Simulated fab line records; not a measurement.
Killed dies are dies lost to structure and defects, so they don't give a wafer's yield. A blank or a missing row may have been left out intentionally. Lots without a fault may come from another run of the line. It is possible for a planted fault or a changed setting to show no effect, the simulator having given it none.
8D (eight disciplines) problem report, filled in by code ; flow nandHarc ; the parts of the form that need people (team, actions taken, sign-off) are left out

## 1. WHAT WENT WRONG
Wafers without a fault read 87.1 s, standard deviation 0.4; runLengthS at NHARC_A_BONDPAD_ETCH_34 reads a mean of 64.2 s on 4 wafers belonging to 3 lots. Relative to the usual mean, that is a shift of -57 standard deviations.
The step: etches the open film in N2/H2, target depth 60 nm, overetch 18 nm, time 65.91 s.
Seen first at day 20 21:28 on rieDiel-04, wafer L167.2. Wafers with a number at this step in the record: 45, from 15 lots. The rule behind "out" and "out of limits": a value lying over 4 standard deviations away from the usual mean. The rest of the wafers with a number are treated as sound.

## 2. WHAT IT IS, AND WHAT IT ISN'T
question;is;is not
which readings at this step;runLengthS;drypumpMotorCurrentA, rfVppV, showerheadPlenumPTorr, throttleValvePct
which lots;L167, L169, L170;L155, L156, L158, L159, L160, L161, L162, L165, L168, L172, L175, L177
which wafers of those lots;L167.2, L169.1, L169.5, L170.1;L167.4, L167.6, L169.4, L170.2, L170.4
read on which tools;rieDiel-04;rieDiel-03, rieDiel-08
when;from day 20 21:28;"up to then (26 sound wafers); but 15 sound wafers of L168, L169, L170, L172, L175, L177 came after"

## 3. SUSPECTS, AND WHAT RULES EACH OUT
Counting: a tool at a process step up to the reading stays a suspect if it ran every lot that is out. Sound lots after the first of them don't rule it out here, since some wafers of a struck lot are sound.
- rieDiel-04 at NHARC_A_BONDPAD_ETCH_34 (etches the open film in N2/H2, target depth 60 nm, overetch 18 nm, time 65.91 s): kept. Ran every lot that is out, first one L167 (day 20 21:28); last sound lot up to then L160 (day 19 16:23). Its own runLengthS readings are out on those wafers.
- Within rieDiel-04 at NHARC_A_BONDPAD_ETCH_34: the wafers that are out ran in chamber 0; their sound lot-mates ran in chambers 1, 2, 3.
Remaining after the count: rieDiel-04 at NHARC_A_BONDPAD_ETCH_34.

## 4. THE CAUSE (what the simulator had put in)
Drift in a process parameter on rieDiel-04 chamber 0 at NHARC_A_BONDPAD_ETCH_34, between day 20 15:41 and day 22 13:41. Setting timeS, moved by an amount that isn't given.
The count eliminated every tool but this one.

## 5. SEQUENCE OF EFFECTS, ordered by route
Each row: a reading whose mean over the struck wafers that have a number lies more than 3 standard deviations from the usual. Scope: only readings with a usual standard deviation given in the record; hours: median across lots of the time from each lot's start at the first step in this table that gives one to its start at this step; sigmas: change in usual standard deviations.
hours;step;reading;usual;on struck wafers;change;sigmas
0;NHARC_A_BONDPAD_ETCH_34;runLengthS;87.1 s;64.2;-22.9;-57
Here are the process steps it includes:
- NHARC_A_BONDPAD_ETCH_34: etches the open film in N2/H2, target depth 60 nm, overetch 18 nm, time 65.91 s.
Readings that are blank on the struck wafers while sound wafers have them: biasW at NHARC_A_BONDPAD_ETCH_34.

## 6. HOW IT WOULD HAVE BEEN CAUGHT EARLIER
The fault began at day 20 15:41; the first out-of-limits reading in this record came at day 20 21:28, 6 hours later.
